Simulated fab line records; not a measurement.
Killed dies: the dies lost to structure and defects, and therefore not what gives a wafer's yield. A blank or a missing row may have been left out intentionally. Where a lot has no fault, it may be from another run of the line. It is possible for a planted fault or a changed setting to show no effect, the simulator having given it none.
fab line records	flow n5Finfet
record lots=12	wafers=31	lastDay=18
route steps=1938 shown BEOL_M8@1387 BEOL_M9@1403 PASSIVATION@1936
lots that met no fault: from a run of the same line without faults
startH: the number of hours between the record's first day and the start of the first shown wafer of the lot	waitH: hours since the lot's step before	" identical to the entry in the row above	L1.1+2: several wafers, shown together as one row	- either no value or no given start	* or withheld: withheld	< > ~ a bound
route shown NAME@n: a module of which the file shows steps, and the number in the route of the first	usual: average and standard deviation across the fault-free wafers	same: alike in all rows	chamber/n: place in a boat	sites: readings site by site	_std_site: their standard deviation	_edge_site: mean of outer sites minus mean of inner sites	radiusMm: for every site, how far away it sits from the centre of the wafer	mask NAME#n: copy n	behind: tool/chamber where the wafer was last shaped	hold: cause of the lot's hold/its duration in hours/its outcome	device: the transistor (n, p or np) that didn't switch	end of line: tests of these same wafers at the route's end	a step with no rows: only its recipe	killed: not the wafer's yield, but the dies lost to structure and defects at the first sort	map: a wafer's dies, x killed, . not, _ none there
set.NAME: the setting that was run; set.NAME@STEP: the one run at that earlier step	model.NAME: the simulator's own value behind a step, which no gauge read
one table for each step of the route and one row for each wafer, over a sample of lots
services: when a tool's chamber went out of use (startH, in hours from the record's first day, below 0 if earlier), for how many hours, and the reason
## steps
# step N5_BEOL_M8_DEGAS_44
# recipe ambient=vacuum	tempC=250	timeS=60
# usual heaterPowerW=323/21
lot.wafer	tool	chamber	startH	waitH	heaterPowerW
L448.4	pvdSputter-03	-	198.60	0.6	312
L448.6	"	-	"	"	356
L449.1	pvdSputter-03	-	215.32	0.5	357
L449.2	"	-	"	"	316
L449.4	"	-	"	"	348
L450.2	pvdSputter-01	-	233.13	0.3	333
L450.3	"	-	"	"	304
L455.2	pvdSputter-01	-	237.13	0.5	336
L455.3	"	-	"	"	303
L455.5	"	-	"	"	302
L454.1	pvdSputter-01	-	239.69	0.9	309
L454.3	"	-	"	"	332
L454.4	"	-	"	"	299
L457.5	pvdSputter-01	-	275.18	0.2	334
L457.6	"	-	"	"	300
L458.2	pvdSputter-03	-	280.63	0.3	343
L458.4	"	-	"	"	314
L458.6	"	-	"	"	352
L459.1	pvdSputter-01	-	290.37	0.4	308
L459.2	"	-	"	"	303
L459.6	"	-	"	"	302
L460.2	pvdSputter-01	-	295.13	0.5	304
L460.6	"	-	"	"	304
L462.1	pvdSputter-01	-	304.44	0.3	298
L462.2	"	-	"	"	333
L462.3	"	-	"	"	296
L465.1	pvdSputter-02	-	337.38	0.6	365
L465.2	"	-	"	"	325
L465.4	"	-	"	"	325
L467.1	pvdSputter-01	-	347.51	0.3	308
L467.6	"	-	"	"	328
# step N5_BEOL_M8_ECD_50
# recipe material=Cu	targetThkA=3000
lot.wafer	tool	chamber	startH	waitH
L448.4+6	ecdCu-01	1	199.43	0.1
L449.1+2+4	ecdCu-01	1,0,0	216.18	0.1
L450.2+3	ecdCu-02	1,0	235.80	0.1
L455.2+3+5	ecdCu-01	1	238.61	0.1
L454.1+3+4	ecdCu-02	1,0,1	245.22	0.1
L457.5+6	ecdCu-02	0,1	276.07	0.1
L458.2+4+6	ecdCu-01	0,1,0	281.88	0.1
L459.1+2+6	ecdCu-02	1,0,0	294.50	0.1
L460.2+6	ecdCu-02	0	295.97	0.1
L462.1+2+3	ecdCu-01	1,0,1	305.12	0.1
L465.1+2+4	ecdCu-02	0,1,1	338.18	0.1
L467.1+6	ecdCu-02	0	350.04	0.1
# step N5_BEOL_M8_CMP_52
# recipe stopOn=SiCOH_lowk	tOverpolishS=6.9	downForcePsi=1	platenRpm=50	clearingPlatenDownForcePsi=1.5	clearingPlatenRpm=50	postCmpClean=cuAlkaline	targetThkNm=80	clearingPlatenPadVelocityMS=0.99484	padVelocityMS=0.99484
# usual motorCurrentA=6.0/0.68	slurryFilterDpKPa=13.51/0.14	timeToEndpointS=62/4.4
lot.wafer	tool	chamber	startH	waitH	motorCurrentA	slurryFilterDpKPa	timeToEndpointS
L448.4	cmp-01	1	200.04	0.2	7.3	13.74	58
L448.6	"	0	"	"	5.2	13.32	57
L449.1	cmp-01	2	217.30	0.3	5.9	13.51	69
L449.2	"	0	"	"	5.3	13.44	57
L449.4	"	1	"	"	7.3	13.58	58
L450.2	cmp-02	0	236.36	0.2	5.8	13.87	62
L450.3	"	2	"	"	6.2	13.46	57
L455.2	cmp-01	3	239.19	0.2	5.0	13.40	54
L455.3	"	0	"	"	5.8	13.28	56
L455.5	"	2	"	"	6.1	13.57	68
L454.4	cmp-02	2	245.65	0.2	6.0	13.67	58
L454.3	"	3	"	"	6.3	13.71	60
L454.1	"	0	"	"	5.5	13.46	61
L457.5	cmp-02	1	276.91	0.2	5.6	13.59	64
L457.6	"	2	"	"	5.9	13.51	64
L458.4	cmp-03	2	282.32	0.2	6.9	13.61	59
L458.2	"	0	"	"	5.4	13.46	72
L458.6	"	1	"	"	5.9	13.62	70
L459.1	cmp-01	2	294.93	0.3	6.0	13.70	73
L459.2	"	3	"	"	4.9	13.42	66
L459.6	"	2	"	"	6.1	13.55	73
L460.2	cmp-02	2	296.53	0.3	6.2	13.45	62
L460.6	"	2	"	"	6.4	13.61	63
L462.1	cmp-01	3	306.24	0.3	5.1	13.47	63
L462.2	"	1	"	"	7.4	13.33	58
L462.3	"	2	"	"	5.6	13.48	67
L465.4	cmp-02	2	338.61	0.2	5.7	13.59	80
L465.2	"	3	"	"	6.8	13.62	62
L465.1	"	0	"	"	5.9	13.59	66
L467.1	cmp-02	3	350.52	0.3	6.6	13.33	63
L467.6	"	3	"	"	6.6	13.56	85
# step N5_BEOL_M9_THK_MEAS_01
# recipe reads=SiCOH_lowk_of_BEOL_M9_ILD_DEP_00
# usual M9_ILD_THK=266/3.9
lot.wafer	tool	chamber	startH	waitH	M9_ILD_THK[nm]
L448.4	filmMetro-01	-	201.04	0.2	267
L448.6	"	-	"	"	272
L449.1	filmMetro-01	-	218.44	0.4	258
L449.2	"	-	"	"	259
L449.4	"	-	"	"	263
L450.2	filmMetro-02	-	237.40	0.4	262
L450.3	"	-	"	"	265
L455.2	filmMetro-02	-	240.26	0.4	262
L455.3	"	-	"	"	263
L455.5	"	-	"	"	269
L454.1	filmMetro-01	-	246.72	0.4	263
L454.3	"	-	"	"	264
L454.4	"	-	"	"	266
L457.5	filmMetro-02	-	277.84	0.1	261
L457.6	"	-	"	"	266
L458.2	filmMetro-01	-	283.36	0.4	266
L458.4	"	-	"	"	269
L458.6	"	-	"	"	269
L459.1	filmMetro-01	-	296.25	0.4	259
L459.2	"	-	"	"	265
L459.6	"	-	"	"	263
L460.2	filmMetro-02	-	298.35	0.4	259
L460.6	"	-	"	"	268
L462.1	filmMetro-01	-	307.32	0.4	266
L462.2	"	-	"	"	263
L462.3	"	-	"	"	263
L465.1	filmMetro-01	-	339.65	0.4	268
L465.2	"	-	"	"	262
L465.4	"	-	"	"	275
L467.1	filmMetro-01	-	351.60	0.4	266
L467.6	"	-	"	"	269
# step N5_BEOL_M9_PECVD_70
# recipe material=SiO2	targetThkA=200	tempC=400	precursor=TEOS/O2	pressureTorr=5.5	rfW=450	teosFlowSccm=53.8	gas=O2	flowSccm=3000	timeS=22.7
# usual heaterPowerOuterW=451/89	heaterPowerW=750/100	showerheadPlenumPTorr=8.80/0.056	throttleValvePct=22.3/0.61
lot.wafer	tool	chamber	startH	waitH	heaterPowerOuterW	heaterPowerW	showerheadPlenumPTorr	throttleValvePct
L448.4	pecvd-02	1	201.10	0.1	615	898	8.87	22.1
L448.6	"	0	"	"	476	822	8.79	22.4
L449.1	pecvd-04	0	218.48	0.0	603	881	8.80	21.9
L449.2	"	2	"	"	382	698	8.88	21.4
L449.4	"	0	"	"	607	871	8.79	22.0
L450.2	pecvd-02	2	237.44	0.0	335	634	8.81	22.0
L450.3	"	1	"	"	613	914	8.86	21.9
L455.2	pecvd-04	0	240.30	0.0	608	921	8.79	21.9
L455.3	"	2	"	"	460	816	8.84	22.0
L455.5	"	2	"	"	458	807	8.85	22.0
L454.1	pecvd-03	1	246.76	0.0	440	740	8.66	23.1
L454.3	"	2	"	"	400	645	8.79	21.5
L454.4	"	1	"	"	445	727	8.65	22.8
L457.5	pecvd-03	0	277.89	0.1	403	636	8.74	22.4
L457.6	"	1	"	"	403	683	8.67	23.2
L458.2	pecvd-02	2	283.40	0.0	364	694	8.83	21.9
L458.4	"	2	"	"	363	682	8.82	22.3
L458.6	"	0	"	"	440	772	8.76	22.4
L459.1	pecvd-04	2	296.28	0.0	387	692	8.83	22.1
L459.2	"	0	"	"	606	889	8.81	21.9
L459.6	"	0	"	"	590	892	8.81	22.1
L460.2	pecvd-04	1	298.38	0.0	396	679	8.83	23.7
L460.6	"	0	"	"	526	812	8.80	22.2
L462.1	pecvd-02	0	307.36	0.0	458	787	8.78	22.3
L462.2	"	2	"	"	402	728	8.81	22.2
L462.3	"	1	"	"	620	964	8.89	22.1
L465.1	pecvd-04	1	339.68	0.0	368	652	8.83	23.7
L465.2	"	2	"	"	461	818	8.85	22.2
L465.4	"	0	"	"	542	825	8.80	22.0
L467.1	pecvd-03	1	351.64	0.0	452	762	8.63	23.0
L467.6	"	0	"	"	369	603	8.76	22.7
# step N5_PASSIVATION_PROBE_49
# usual defectLimitedYield=91.1/1.3	killed_at_M0_to_M3=32/9.7	killed_at_M4_up=16/6	killedAtContacts=12/5.9	killedAtFrontEnd=41/11	killedAtOther=4/3.1	killedDies=104/16	killedOpen=68/12	killedShort=34/7.4	sort_bin_5_function=5.1/0.85	sort_bin_6_memory=3.3/0.66	sort_bin_8_speed=0.1/0.53	sortNPass=1075/16	sortYieldPct=91.1/1.4
# same grossDies=1180	killedAtBackSide=0	sort_bin_4_leakage[%]=0
lot.wafer	tool	chamber	startH	waitH	defectLimitedYield[%]	killed_at_M0_to_M3	killed_at_M4_up	killedAtContacts	killedAtFrontEnd	killedAtOther	killedDies	killedOpen	killedShort	sort_bin_5_function[%]	sort_bin_6_memory[%]	sort_bin_8_speed[%]	sortNPass	sortYieldPct[%]
L448.4	prober-01	-	285.25	0.3	91.4	42	12	9	32	7	102	59	37	4.9	3.4	0	1078	91.4
L448.6	prober-01	-	285.35	0.4	93.0	21	4	14	44	0	83	60	23	4.2	2.6	0.3	1093	92.6
L449.1	prober-02	-	291.22	0.0	91.7	25	16	4	50	3	98	65	29	4.5	3.6	0	1082	91.7
L449.2	prober-02	-	291.27	0.1	93.3	17	11	12	33	6	79	57	19	4.3	2.4	0	1101	93.3
L449.4	prober-02	-	291.37	0.2	90.6	36	17	18	36	4	111	69	38	5.4	3.6	0	1069	90.6
L459.1	prober-02	-	365.95	0.0	88.6	29	18	32	56	0	135	94	37	6.5	4.6	0	1045	88.6
L459.2	prober-02	-	366.00	0.1	92.5	19	14	11	42	2	88	57	30	4.2	2.9	0	1092	92.5
L459.6	prober-02	-	366.20	0.3	91.9	22	14	27	33	0	96	71	25	5.0	3.1	0	1084	91.9
L465.1	prober-01	-	399.94	0.0	93.1	18	22	7	35	0	82	54	27	4.8	2.0	0	1098	93.1
L465.2	prober-01	-	399.99	0.1	90.9	26	17	11	49	4	107	61	36	3.8	4.1	0	1073	90.9
L465.4	prober-01	-	400.09	0.2	94.2	16	13	5	31	3	68	41	26	3.6	2.1	0	1112	94.2
# killed by level:class
L448.4 BEOL_M0:geometricParticle:short=11 STI_FIN_REVEAL:geometricParticle:open=9 BEOL_M0_SAQP:geometricParticle:short=8 BEOL_M0_SAQP:geometricParticle:open=8 BEOL_M0:geometricParticle:open=8 FIN_SAQP:geometricParticle:open=5 MOL_CONTACT_COAG:geometricParticle:open=5 DUMMY_GATE:geometricParticle:open=4
L448.6 MOL_CONTACT_COAG:geometricParticle:open=13 FIN_SAQP:geometricParticle:open=10 STI_FIN_REVEAL:geometricParticle:open=9 BEOL_M0_SAQP:geometricParticle:open=5 BEOL_M1:geometricParticle:open=5 STARTING-WAFER:geometricParticle:open=5 FIN_SAQP:geometricParticle:short=4 GATE_CUT:geometricParticle:short=4
L449.1 FIN_SAQP:geometricParticle:short=12 DUMMY_GATE:geometricParticle:open=11 FIN_SAQP:geometricParticle:open=8 STI_FIN_REVEAL:geometricParticle:open=6 BEOL_M1:geometricParticle:open=5 MOL_CONTACT_COAG:geometricParticle:open=4 BEOL_M2:geometricParticle:open=4 BEOL_M5:geometricParticle:open=4
L449.2 MOL_CONTACT_COAG:geometricParticle:open=10 FIN_SAQP:geometricParticle:open=6 FIN_SAQP:geometricParticle:short=5 STI_FIN_REVEAL:geometricParticle:open=5 DUMMY_GATE:geometricParticle:open=5 GATE_CUT:geometricParticle:open=5 BEOL_M0:geometricParticle:open=4 BEOL_M7:geometricParticle:open=4
L449.4 MOL_CONTACT_COAG:geometricParticle:open=15 BEOL_M1:geometricParticle:open=10 STI_FIN_REVEAL:geometricParticle:open=8 BEOL_M0_SAQP:geometricParticle:short=6 GATE_CUT:geometricParticle:open=5 BEOL_M0:geometricParticle:open=5 FIN_SAQP:geometricParticle:short=4 FIN_SAQP:geometricParticle:open=4
L459.1 MOL_CONTACT_COAG:geometricParticle:open=20 FIN_SAQP:geometricParticle:open=14 BEOL_M2:geometricParticle:open=13 MOL_CONTACT_COAG:geometricParticle:short=10 BEOL_M4:geometricParticle:open=10 STI_FIN_REVEAL:geometricParticle:open=7 DUMMY_GATE:geometricParticle:open=7 FIN_SAQP:geometricParticle:short=6
L459.2 FIN_SAQP:geometricParticle:open=18 MOL_CONTACT_COAG:geometricParticle:open=8 BEOL_M0_SAQP:geometricParticle:open=5 FIN_SAQP:geometricParticle:short=4 STI_FIN_REVEAL:geometricParticle:open=4 DUMMY_GATE:geometricParticle:open=4 BEOL_M1:geometricParticle:open=3 MOL_CONTACT_COAG:geometricParticle:short=3
L459.6 MOL_CONTACT_COAG:geometricParticle:open=22 FIN_SAQP:geometricParticle:open=10 STI_FIN_REVEAL:geometricParticle:open=5 MOL_CONTACT_COAG:geometricParticle:short=5 BEOL_M0_SAQP:geometricParticle:open=5 BEOL_M2:geometricParticle:open=5 BEOL_M5:geometricParticle:open=5 FIN_SAQP:geometricParticle:short=4
L465.1 BEOL_M3:geometricParticle:open=7 FIN_SAQP:geometricParticle:short=6 BEOL_M4:geometricParticle:open=6 DUMMY_GATE:geometricParticle:open=5 MOL_CONTACT_COAG:geometricParticle:open=5 BEOL_M2:geometricParticle:open=5 STARTING-WAFER:geometricParticle:open=5 GATE_CUT:geometricParticle:short=4
L465.2 STI_FIN_REVEAL:geometricParticle:open=12 HKMG_FIN:areaEtch=10 BEOL_M4:geometricParticle:open=8 MOL_CONTACT_COAG:geometricParticle:open=7 BEOL_M0_SAQP:geometricParticle:open=7 DUMMY_GATE:geometricParticle:open=6 BEOL_M3:geometricParticle:open=5 STI_FIN_REVEAL:geometricParticle:short=4
L465.4 FIN_SAQP:geometricParticle:short=9 DUMMY_GATE:geometricParticle:open=7 MOL_CONTACT_COAG:geometricParticle:open=4 BEOL_M3:geometricParticle:open=4 GATE_CUT:geometricParticle:short=3 BEOL_M1:geometricParticle:open=3 BEOL_M3:geometricParticle:short=3 BEOL_M5:geometricParticle:open=3
## services
tool	chamber	startH	hours	kind
cmp-03	-	185.96	4.0	pm
pecvd-03	2	202.38	-	clean
cmp-03	-	202.86	7.1	pm
pecvd-04	1	210.67	3.4	repair
pecvd-02	1	213.54	5.5	scheduledDown
pecvd-04	1	214.10	5.5	scheduledDown
pecvd-04	1	219.64	5.5	scheduledDown
pecvd-04	0	238.10	-	calibration
pecvd-03	0	243.03	4.9	repair
pecvd-02	1	249.97	2.1	scheduledDown
ecdCu-02	-	254.18	1.9	repair
cmp-03	-	265.10	2.1	repair
cmp-01	-	278.70	4.0	pm
cmp-01	-	282.70	-	consumableReplace:conditioner
cmp-01	-	282.70	-	consumableReplace:pad
ecdCu-02	-	283.06	1.0	repair
cmp-01	-	284.29	0.9	repair
pecvd-04	0	316.97	5.5	scheduledDown
cmp-02	-	320.10	1.7	repair
cmp-02	-	323.33	4.0	pm
cmp-02	-	327.33	-	consumableReplace:conditioner
cmp-02	-	327.33	-	consumableReplace:pad
cmp-02	-	332.21	2.9	repair
pecvd-02	0	337.11	2.1	scheduledDown
## key
firstSign step=N5_BEOL_M8_CMP_52	reading=timeToEndpointS	direction=up	sigmas=4.5	usual=*	struck=*
effect none on later readings
metAt N5_BEOL_M8_ECD_50
struckLots L465,L467
struckWafers L465.4,L467.6
baselineLoss step=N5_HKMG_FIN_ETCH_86	wafers=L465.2
notActingAt N5_BEOL_M8_DEGAS_44,N5_BEOL_M9_THK_MEAS_01,N5_BEOL_M9_PECVD_70
onsetBetween 295.97 338.18
fault kind=processParameterDrift	tool=ecdCu-02	chamber=-	onsetH=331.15	steps=N5_BEOL_M8_ECD_50	channel=targetThkA	offset=*	shape=step	endH=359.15	scope=struckWafersOnly	actsIn=*	stated=*
# baselineLoss: these wafers lose ten dies or more at that step, a loss of the line's own and not of a fault; the sort's usual values leave them out
